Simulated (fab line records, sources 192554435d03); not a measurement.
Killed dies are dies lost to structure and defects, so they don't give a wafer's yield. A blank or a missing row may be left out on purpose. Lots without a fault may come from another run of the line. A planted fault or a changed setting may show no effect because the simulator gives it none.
fab line records | flow n5_finfet
record lots=6 wafers=18 last_day=17
route steps=1938 shown BEOL_M0@745 BEOL_M1@751 BEOL_M4@1111
lots that met no fault: from a run of the same line without faults
start_h: hours from the record's first day to the start of the lot's first wafer shown | wait_h: hours since the lot's step before | " the same as in the row above | L1.1+2: a row that stands for several wafers | - no value, or no start given | * or withheld: withheld | < > ~ a bound
route shown NAME@n: a module of which the file shows steps, and the number in the route of the first | usual: mean/standard deviation of fault-free wafers | same: alike in all rows | chamber/n: place in a boat | sites: the reading at each site | _std_site: their standard deviation | _edge_site: outer sites' mean less inner sites' | radius_mm: how far each site lies from the wafer's centre | mask NAME#n: copy n | behind: the tool/chamber that last shaped the wafer | hold: why the lot was held/for how many hours/how that ended | device: the transistor (n, p or np) that didn't switch | end of line: the same wafers' tests at the end of the route | a step without rows: its recipe alone | killed: dies lost to structure and defects at the first sort, not the wafer's yield | map: a wafer's dies, x killed, . not, _ none there
set.NAME: the setting as run; set.NAME@STEP: as run at that earlier step | model.NAME: the simulator's own value behind a step, which no gauge read
lots at some steps of the route; a table a step, a row a wafer
services: from which hour (start_h, from the record's first day; less than 0 if before it) a tool's chamber was out of use, for how many hours, and why
## steps
# step N5_BEOL_M0_PRE_CLEAN_131
# recipe gas=NH3/H2 time_s=15 temp_c=* rf_power_w=300
# usual heater_power_w=79/14
# columns lot.wafer tool chamber start_h wait_h heater_power_w
L820.2 cvd_co-01 0 149.85 0.0 95
L820.4 " 0 " " 96
L820.6 " 1 " " 91
L823.1 cvd_co-01 1 166.52 0.1 93
L823.2 " 0 " " 93
L823.5 " 1 " " 93
L829.2 cvd_co-01 0 206.58 0.0 95
L829.3 " 2 " " 68
L829.4 " 2 " " 68
L831.2 cvd_co-02 2 215.09 0.0 81
L831.3 " 1 " " 55
L831.6 " 2 " " 82
L834.1 cvd_co-02 2 231.89 0.0 81
L834.3 " 1 " " 55
L834.4 " 0 " " 75
L835.1 cvd_co-02 2 242.37 0.0 82
L835.5 " 2 " " 83
L835.6 " 1 " " 55
# step N5_BEOL_M0_CO_CAP_123
# recipe material=Co target_thk_a=20 temp_c=200 precursor=CCTBA/H2 pressure_torr=30 time_s=102.1
# usual heater_power_w=228/18
# columns lot.wafer tool chamber start_h wait_h heater_power_w
L820.2 cvd_co-01 0 149.89 0.0 251
L820.4 " 0 " " 247
L820.6 " 1 " " 245
L823.1 cvd_co-01 1 166.56 0.0 242
L823.2 " 0 " " 245
L823.5 " 1 " " 253
L829.2 cvd_co-01 0 206.62 0.0 247
L829.3 " 2 " " 214
L829.4 " 2 " " 209
L831.2 cvd_co-02 2 215.13 0.0 229
L831.3 " 1 " " 199
L831.6 " 2 " " 230
L834.1 cvd_co-02 2 231.93 0.0 232
L834.3 " 1 " " 197
L834.4 " 0 " " 222
L835.1 cvd_co-02 2 242.41 0.0 237
L835.5 " 2 " " 238
L835.6 " 1 " " 199
# step N5_BEOL_M0_PRE_CLEAN_124
# recipe gas=NH3 time_s=15 temp_c=withheld rf_power_w=300
# step N5_BEOL_M0_DEP_125
# recipe material=SiCN target_thk_a=80 temp_c=withheld precursor=3MS/NH3 pressure_torr=3 rf_w=202 time_s=14
# usual showerhead_plenum_p_Torr=3.660/0.008 throttle_valve_pct=9.0/0.34
# columns lot.wafer tool chamber start_h wait_h showerhead_plenum_p_Torr throttle_valve_pct
L820.2 pecvd-04 0 150.00 0.0 3.650 9.0
L820.4 " 2 " " 3.661 9.0
L820.6 " 0 " " 3.658 9.1
L823.1 pecvd-01 2 166.68 0.0 3.653 8.5
L823.2 " 1 " " 3.659 9.4
L823.5 " 0 " " 3.664 9.3
L829.2 pecvd-01 0 206.74 0.0 3.676 9.3
L829.3 " 2 " " 3.660 8.6
L829.4 " 1 " " 3.655 9.1
L831.2 pecvd-03 0 215.25 0.0 3.647 9.5
L831.3 " 1 " " 3.662 8.9
L831.6 " 2 " " 3.667 8.6
L834.1 pecvd-03 2 232.04 0.0 3.675 8.7
L834.3 " 1 " " 3.673 8.9
L834.4 " 1 " " 3.671 9.0
L835.1 pecvd-03 2 242.53 0.0 3.667 8.3
L835.5 " 0 " " 3.651 9.3
L835.6 " 2 " " 3.660 8.6
# step N5_BEOL_M0_RS_MEAS_126
# recipe thk_meas_gauge=four-point-probe reads=Co_of_BEOL_M0_CO_CAP_123+Cu_of_BEOL_M0_ECD_118+Co_of_BEOL_M0_CVD_115+TaN_of_BEOL_M0_ALD_136
# usual M0_RS=0.540/0.018
# columns lot.wafer tool chamber start_h wait_h M0_RS[ohm/sq]
L820.2 film_metro-02 - 150.07 0.1 0.547
L820.4 " - " " 0.532
L820.6 " - " " 0.540
L823.1 film_metro-01 - 166.74 0.0 0.559
L823.2 " - " " 0.552
L823.5 " - " " 0.527
L829.2 film_metro-02 - 206.80 0.1 0.567
L829.3 " - " " 0.580
L829.4 " - " " 0.550
L831.2 film_metro-01 - 215.31 0.1 0.541
L831.3 " - " " 0.555
L831.6 " - " " 0.541
L834.1 film_metro-01 - 232.11 0.0 0.524
L834.3 " - " " 0.518
L834.4 " - " " 0.516
L835.1 film_metro-02 - 242.60 0.0 0.537
L835.5 " - " " 0.539
L835.6 " - " " 0.550
# step N5_BEOL_M0_INSPECT_127
# recipe inspect_instrument=darkfield mode=post_dep
# usual raw_defect_count=65/23
# columns lot.wafer tool chamber start_h wait_h raw_defect_count
L820.2 defect_inspect-01 - 150.09 0.0 63
L820.4 " - " " 71
L820.6 " - " " 68
L823.1 defect_inspect-01 - 166.77 0.0 67
L823.2 " - " " 118
L823.5 " - " " 30
L829.2 defect_inspect-02 - 206.83 0.0 118
L829.3 " - " " 99
L829.4 " - " " 104
L831.2 defect_inspect-01 - 215.34 0.0 84
L831.3 " - " " 96
L831.6 " - " " 100
L834.1 defect_inspect-02 - 232.14 0.0 46
L834.3 " - " " 51
L834.4 " - " " 45
L835.1 defect_inspect-02 - 242.62 0.0 71
L835.5 " - " " 75
L835.6 " - " " 81
# step N5_BEOL_M1_ILD_DEP_00
# recipe material=SiOC target_thk_a=790 temp_c=350 precursor=DEMS/O2 pressure_torr=5 rf_w=500 time_s=15.3
# usual heater_power_w=471/84 showerhead_plenum_p_Torr=5.691/0.0095 throttle_valve_pct=11.8/0.59
# columns lot.wafer tool chamber start_h wait_h heater_power_w showerhead_plenum_p_Torr throttle_valve_pct
L820.2 pecvd-01 1 150.13 0.0 565 5.678 12.6
L820.4 " 0 " " 578 5.711 12.1
L820.6 " 1 " " 587 5.680 12.5
L823.1 pecvd-02 2 166.81 0.0 482 5.700 10.8
L823.2 " 1 " " 358 5.701 12.3
L823.5 " 1 " " 362 5.693 12.6
L829.2 pecvd-02 1 206.87 0.0 423 5.689 12.3
L829.3 " 0 " " 440 5.695 11.9
L829.4 " 2 " " 484 5.691 11.1
L831.2 pecvd-02 2 215.38 0.0 447 5.701 11.2
L831.3 " 0 " " 462 5.692 12.1
L831.6 " 1 " " 423 5.679 12.8
L834.1 pecvd-02 1 232.17 0.0 408 5.681 12.6
L834.3 " 2 " " 470 5.684 11.1
L834.4 " 0 " " 415 5.686 12.1
L835.1 pecvd-02 2 242.66 0.0 443 5.689 11.1
L835.5 " 2 " " 441 5.707 10.9
L835.6 " 0 " " 479 5.691 11.7
# step N5_BEOL_M1_THK_MEAS_01
# recipe reads=SiOC_of_BEOL_M1_ILD_DEP_00
# usual M1_ILD_THK=79.1/1
# columns lot.wafer tool chamber start_h wait_h M1_ILD_THK[nm]
L820.2 film_metro-01 - 150.20 0.1 78.3
L820.4 " - " " 79.6
L820.6 " - " " 78.5
L823.1 film_metro-01 - 166.87 0.0 79.0
L823.2 " - " " 79.2
L823.5 " - " " 79.8
L829.2 film_metro-02 - 206.93 0.1 79.1
L829.3 " - " " 77.7
L829.4 " - " " 80.8
L831.2 film_metro-01 - 215.44 0.1 78.2
L831.3 " - " " 78.6
L831.6 " - " " 78.9
L834.1 film_metro-02 - 232.24 0.0 79.0
L834.3 " - " " 77.5
L834.4 " - " " 79.4
L835.1 film_metro-02 - 242.73 0.0 79.4
L835.5 " - " " 79.9
L835.6 " - " " 79.8
# step N5_BEOL_M1_PECVD_72
# recipe material=SiO2 target_thk_a=160 temp_c=400 precursor=TEOS/O2 pressure_torr=5.5 rf_w=450 teos_flow_sccm=53.8 gas=O2 flow_sccm=3000 time_s=18
# step N5_BEOL_M1_HM_DEP_02
# recipe material=TiN target_thk_a=200 temp_c=25 chamber_pressure_pa=0.49996
# usual substrate_temp_c=24.99/0.11 throttle_valve_pct=29.8/0.98
# columns lot.wafer tool chamber start_h wait_h substrate_temp_c throttle_valve_pct
L820.2 pvd_sputter-03 - 152.26 2.0 24.97 29.4
L820.4 " - " " 24.97 30.8
L820.6 " - " " 25.13 30.2
L823.1 pvd_sputter-02 - 170.29 3.4 25.03 29.5
L823.2 " - " " 24.78 28.4
L823.5 " - " " 25.04 29.3
L829.2 pvd_sputter-02 - 207.77 0.8 24.81 29.4
L829.3 " - " " 24.87 28.0
L829.4 " - " " 25.18 29.1
L831.2 pvd_sputter-02 - 216.57 1.1 24.85 29.5
L831.3 " - " " 25.10 28.3
L831.6 " - " " 25.27 28.4
L834.1 pvd_sputter-01 - 232.90 0.6 24.88 32.1
L834.3 " - " " 24.91 31.0
L834.4 " - " " 24.99 29.0
L835.1 pvd_sputter-03 - 243.28 0.5 24.94 30.4
L835.5 " - " " 25.05 29.1
L835.6 " - " " 25.02 29.1
# step N5_BEOL_M1_COAT_61
# recipe resist=SOC temp_c=250 time_s=60 spin_rpm=1500 resist_thk_nm=60
# step N5_BEOL_M1_COAT_62
# recipe resist=SiARC temp_c=220 time_s=60 spin_rpm=1500 resist_thk_nm=12
# step N5_BEOL_M1_COAT_73
# recipe resist=underlayer temp_c=205 time_s=60 spin_rpm=1500 resist_thk_nm=5
# usual chill_plate_temp_C=23.00/0.12 dispense_pressure_kPa=49.7/1.3 heater_power_total_W=391.7/1.3 plate_temp_C=205.05/0.16
# columns lot.wafer tool chamber start_h wait_h chill_plate_temp_C dispense_pressure_kPa heater_power_total_W plate_temp_C
L820.2 litho_track-03 0 152.40 - 23.03 48.4 391.8 204.94
L820.4 " 0 " " 23.04 48.4 389.9 204.97
L820.6 " 0 " " 23.12 48.4 392.3 205.12
L823.1 litho_track-05 0 170.42 - 23.26 51.5 393.5 204.82
L823.2 " 0 " " 23.26 51.5 393.6 205.22
L823.5 " 0 " " 23.24 51.5 389.5 204.86
L829.2 litho_track-03 0 207.90 - 23.04 48.4 401.5 209.96
L829.3 " 0 " " 23.18 48.4 404.0 210.13
L829.4 " 0 " " 23.18 48.4 402.2 210.03
L831.2 litho_track-03 0 216.72 - 22.83 48.5 403.8 210.09
L831.3 " 0 " " 22.92 48.4 403.3 209.93
L831.6 " 0 " " 22.79 48.4 404.6 209.83
L834.1 litho_track-02 0 233.03 - 22.89 49.5 392.2 205.26
L834.3 " 0 " " 22.94 49.4 390.5 205.30
L834.4 " 0 " " 22.91 49.4 392.9 205.05
L835.1 litho_track-05 0 243.41 - 22.89 51.5 392.6 204.83
L835.5 " 0 " " 22.94 51.6 390.4 204.59
L835.6 " 0 " " 22.89 51.5 391.5 204.84
# step N5_BEOL_M1_COAT_05
# recipe resist=CAR-EUV spin_rpm=1500 resist_thk_nm=30
# step N5_BEOL_M4_RC_MEAS_101
# usual DIBL_N=36.9/1.7 DIBL_P=37.3/2.3 IOFF_N=0.16/0.033 IOFF_P=0.22/0.04 ION_N=673/12 ION_P=463/8 SS_N=71.6/0.58 SS_P=73.4/0.74 VT_N=250/3.2 VT_P=-250/3.4
# columns lot.wafer tool chamber start_h wait_h DIBL_N[mV/V] DIBL_P[mV/V] IOFF_N[nA/um] IOFF_P[nA/um] ION_N[uA/um] ION_P[uA/um] SS_N[mV/dec] SS_P[mV/dec] VT_N[mV] VT_P[mV]
L820.2 prober-01 0 199.22 0.2 36.1 34.8 0.16 0.18 673 453 71.5 72.3 251 -256
L820.4 " 0 " " 35.4 34.3 0.14 0.18 664 453 71.2 73.9 253 -256
L820.6 " 0 " " 34.9 33.6 0.15 0.17 675 452 70.8 72.5 249 -254
L823.1 prober-02 0 216.99 0.0 35.8 36.0 0.14 0.18 670 462 71.4 72.7 255 -253
L823.2 " 0 " " 40.1 41.3 0.21 0.28 676 468 72.9 74.5 250 -248
L823.5 " 0 " " 37.4 37.6 0.15 0.21 663 460 71.5 72.8 254 -251
L829.2 prober-02 0 255.07 0.2 36.3 35.5 0.14 0.21 684 471 71.3 73.1 250 -251
L829.3 " 0 " " 37.2 36.3 0.17 0.23 685 469 71.6 73.2 247 -248
L829.4 " 0 " " 39.6 40.3 0.22 0.31 704 488 72.5 74.1 245 -246
L831.2 prober-02 0 267.31 0.2 34.5 35.0 0.13 0.19 674 469 71.5 73.1 253 -251
L831.3 " 0 " " 36.7 37.1 0.17 0.23 669 458 72.0 73.7 248 -250
L831.6 " 0 " " 34.3 34.2 0.13 0.19 662 455 71.2 73.2 251 -252
L834.1 prober-01 0 290.80 0.0 38.8 37.5 0.17 0.21 669 456 71.9 72.7 252 -250
L834.3 " 0 " " 39.1 39.2 0.19 0.26 684 471 72.3 74.8 246 -250
L834.4 " 0 " " 38.8 38.8 0.19 0.27 698 480 71.7 74.0 245 -247
L835.1 prober-02 0 304.51 0.0 34.9 34.4 0.13 0.18 676 463 70.8 73.1 253 -254
L835.5 " 0 " " 33.5 33.3 0.11 0.17 658 448 70.9 72.9 257 -256
L835.6 " 0 " " 35.0 35.6 0.16 0.20 693 471 70.9 73.1 248 -255
## services
# columns tool chamber start_h hours kind
pecvd-04 - 133.78 1.2 repair
cvd_co-01 0 152.11 7.9 repair
cvd_co-02 - 155.95 1.9 repair
pvd_sputter-03 - 157.71 0.7 repair
pecvd-01 1 166.73 5.5 scheduled_down
pecvd-01 2 187.26 6.8 repair
cvd_co-01 1 192.58 13.5 repair
pecvd-02 2 192.60 5.5 scheduled_down
pecvd-03 - 195.49 2.4 repair
pecvd-02 0 198.06 2.1 scheduled_down
pecvd-04 2 202.38 - clean
pecvd-04 2 202.38 - consumable_replace:showerhead
pecvd-04 2 202.38 29.0 scheduled_down
pecvd-04 2 202.38 29.0 vent_cycle
cvd_co-02 - 206.63 3.8 pm
pecvd-03 0 221.79 5.5 scheduled_down
cvd_co-01 - 223.22 0.9 repair
## key
first_sign step=N5_BEOL_M1_COAT_73 reading=plate_temp_C direction=up sigmas=30 usual=* struck=*
effect step=N5_BEOL_M1_COAT_73 reading=heater_power_total_W direction=up sigmas=8.7 usual=* struck=*
met_at N5_BEOL_M1_COAT_73
struck_wafers L829.2,L829.3,L829.4,L831.2,L831.3,L831.6
onset_between 152.40 207.90
fault kind=process_parameter_drift tool=litho_track-03 chamber=- onset_h=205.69 steps=N5_BEOL_M1_COAT_73 channel=temp_c offset=* shape=step end_h=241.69 acts_in=* stated=*
